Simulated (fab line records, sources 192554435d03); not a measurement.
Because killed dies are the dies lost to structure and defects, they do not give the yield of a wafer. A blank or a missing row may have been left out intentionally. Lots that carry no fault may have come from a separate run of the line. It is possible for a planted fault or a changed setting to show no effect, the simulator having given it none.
Split-lot trial / flow n5Finfet / 7 lots, 21 wafers read, on a route of 1938 steps

THE SPLIT ITSELF
At N5_STI_FIN_REVEAL_ETCHBACK_08 (etches SiO2 in C4F6/O2, target depth 30.5 nm, time 10.167 s), the setting timeS was moved away from the recipe's 10.167 s on 7 of the 21 wafers read, by -12.4% to +14.8%. For the rest of the wafers, this setting stayed at what the recipe calls for.

FROM THE SPLIT TO THE READING: what the file shows between them, 4 steps
- N5_STI_FIN_REVEAL_OXIDATION_31: chemistry O2 PLASMA REMOTE, time 20 s (also split here: timeS)
- N5_STI_FIN_REVEAL_PRECLEAN_32: cleans in NF3:NH3, afs cycles 1, time 20 s, sublimation time 60 s
- N5_STI_FIN_REVEAL_STRIP_35: strips Si3N4 in H3PO4, target depth 4 nm, time 39 s
- N5_STI_FIN_REVEAL_SRD_23: time 30 s

THE READING
trenchDepthNm, in nm, at N5_STI_FIN_REVEAL_FIN_H_MEAS_10. Fault-free wafers of this fab line usually give 51.9 nm, standard deviation 0.76 nm.

wafer=L078.4; tool, chamber at the split=rieDiel-04, 0,1; timeS as run, s=10.92; against the recipe=+7.4%; trenchDepthNm, nm=56.6; against lot-mates on the recipe=+4.7
wafer=L078.5; tool, chamber at the split=rieDiel-04, 0,1; timeS as run, s=10.92; against the recipe=+7.4%; trenchDepthNm, nm=55.3; against lot-mates on the recipe=+3.4
wafer=L078.6; tool, chamber at the split=rieDiel-04, 2; timeS as run, s=10.167; against the recipe=recipe; trenchDepthNm, nm=51.9; against lot-mates on the recipe=-
wafer=L080.3; tool, chamber at the split=rieDiel-01, 0,1,0; timeS as run, s=10.167; against the recipe=recipe; trenchDepthNm, nm=51.0; against lot-mates on the recipe=-
wafer=L080.4; tool, chamber at the split=rieDiel-01, 0,1,0; timeS as run, s=10.167; against the recipe=recipe; trenchDepthNm, nm=51.8; against lot-mates on the recipe=-
wafer=L080.5; tool, chamber at the split=rieDiel-01, 0,1,0; timeS as run, s=10.167; against the recipe=recipe; trenchDepthNm, nm=51.8; against lot-mates on the recipe=-
wafer=L081.1; tool, chamber at the split=rieDiel-03, 2,0; timeS as run, s=10.167; against the recipe=recipe; trenchDepthNm, nm=51.1; against lot-mates on the recipe=-
wafer=L081.2; tool, chamber at the split=rieDiel-03, 1; timeS as run, s=8.909; against the recipe=-12.4%; trenchDepthNm, nm=47.6; against lot-mates on the recipe=-3.6
wafer=L081.5; tool, chamber at the split=rieDiel-03, 2,0; timeS as run, s=10.167; against the recipe=recipe; trenchDepthNm, nm=51.2; against lot-mates on the recipe=-
wafer=L084.1; tool, chamber at the split=rieDiel-04, 2,1; timeS as run, s=10.167; against the recipe=recipe; trenchDepthNm, nm=51.0; against lot-mates on the recipe=-
wafer=L084.4; tool, chamber at the split=rieDiel-04, 2,1; timeS as run, s=10.167; against the recipe=recipe; trenchDepthNm, nm=51.7; against lot-mates on the recipe=-
wafer=L084.5; tool, chamber at the split=rieDiel-04, 2; timeS as run, s=9.298; against the recipe=-8.5%; trenchDepthNm, nm=48.8; against lot-mates on the recipe=-2.6
wafer=L093.1; tool, chamber at the split=rieDiel-04, 2,0; timeS as run, s=11.3; against the recipe=+11.1%; trenchDepthNm, nm=55.2; against lot-mates on the recipe=+3.0
wafer=L093.3; tool, chamber at the split=rieDiel-04, 2,0; timeS as run, s=11.3; against the recipe=+11.1%; trenchDepthNm, nm=57.1; against lot-mates on the recipe=+4.9
wafer=L093.6; tool, chamber at the split=rieDiel-04, 3; timeS as run, s=10.167; against the recipe=recipe; trenchDepthNm, nm=52.2; against lot-mates on the recipe=-
wafer=L096.3; tool, chamber at the split=rieDiel-04, 0,3; timeS as run, s=10.167; against the recipe=recipe; trenchDepthNm, nm=53.7; against lot-mates on the recipe=-
wafer=L096.4; tool, chamber at the split=rieDiel-04, 2; timeS as run, s=11.67; against the recipe=+14.8%; trenchDepthNm, nm=57.4; against lot-mates on the recipe=+4.0
wafer=L096.5; tool, chamber at the split=rieDiel-04, 0,3; timeS as run, s=10.167; against the recipe=recipe; trenchDepthNm, nm=53.1; against lot-mates on the recipe=-
wafer=L097.1; tool, chamber at the split=rieDiel-03, 3,2,2; timeS as run, s=10.167; against the recipe=recipe; trenchDepthNm, nm=51.4; against lot-mates on the recipe=-
wafer=L097.3; tool, chamber at the split=rieDiel-03, 3,2,2; timeS as run, s=10.167; against the recipe=recipe; trenchDepthNm, nm=51.5; against lot-mates on the recipe=-
wafer=L097.6; tool, chamber at the split=rieDiel-03, 3,2,2; timeS as run, s=10.167; against the recipe=recipe; trenchDepthNm, nm=51.5; against lot-mates on the recipe=-
Where a row lists several chambers, the file gives one row for several wafers and doesn't say which wafer went through which chamber.

THE FIT
A straight line over all 21 wafers: trenchDepthNm changes by +0.392 nm for each +1% of timeS; r = +0.95; the points scatter about the line by 0.85 nm.
The same after taking each lot's own level away (the mean of its wafers on the recipe; 21 wafers): +0.333 nm for each +1%; r = +0.95; scatter 0.7 nm.
On that fit, the largest move of timeS shifts the reading by 4.9 nm.
Across the lots, their own levels run from 51.15 to 53.40 nm, a range of 3.0 times the standard deviation given above.
Thus the slope moves with the lot-to-lot level: the two fits are different.
Check: with one of the wafers moved furthest among these (+14.8%) left out of the fit, the line predicts +5.53 nm for it against its lot-mates. It came out at +4 nm against them.

OTHER SPLITS ON THESE WAFERS
These wafers also went through other splits before the reading. Each is held against what the fit with the lots' levels taken away leaves over:
other split on the same wafers=N5_WELL_APT_COAT_02 spinRpm; wafers away from the commonest value=10; r with trenchDepthNm (lot level and that fit taken away)=+0.28
other split on the same wafers=N5_WELL_APT_PEB_06 pebTimeS; wafers away from the commonest value=7; r with trenchDepthNm (lot level and that fit taken away)=+0.18
other split on the same wafers=N5_PMOS_HMC_CHANNEL_EPI_EXPOSE_06 doseMj; wafers away from the commonest value=9; r with trenchDepthNm (lot level and that fit taken away)=+0.17
other split on the same wafers=N5_PMOS_HMC_CHANNEL_EPI_PEB_07 pebTimeS; wafers away from the commonest value=6; r with trenchDepthNm (lot level and that fit taken away)=-0.03
other split on the same wafers=N5_FIN_SAQP_SPACER1_ALD_24 tempC; wafers away from the commonest value=7; r with trenchDepthNm (lot level and that fit taken away)=+0.27
other split on the same wafers=N5_FIN_SAQP_COAT_68 spinRpm; wafers away from the commonest value=10; r with trenchDepthNm (lot level and that fit taken away)=-0.22
other split on the same wafers=N5_STI_FIN_REVEAL_OXIDATION_31 timeS; wafers away from the commonest value=1; r with trenchDepthNm (lot level and that fit taken away)=+0.06

THE WHOLE CHAIN: every reading that the file lists as answering this split, in the file's order
step=N5_STI_FIN_REVEAL_FIN_H_MEAS_10; what it does=; reading=trenchDepthNm; change (the file's fit)=+0.319 nm for each +1% of the setting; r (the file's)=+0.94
step=N5_BEOL_M4_RC_MEAS_101; what it does=; reading=ION_N; change (the file's fit)=+3.44 for each +1% of the setting, in a fit together with none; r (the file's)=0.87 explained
step=N5_BEOL_M4_RC_MEAS_101; what it does=; reading=ION_P; change (the file's fit)=+2.64 for each +1% of the setting, in a fit together with none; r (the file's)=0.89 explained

THE FILE'S OWN FIT
trenchDepthNm changes by +0.319 nm for each +1% of timeS, r = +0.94.
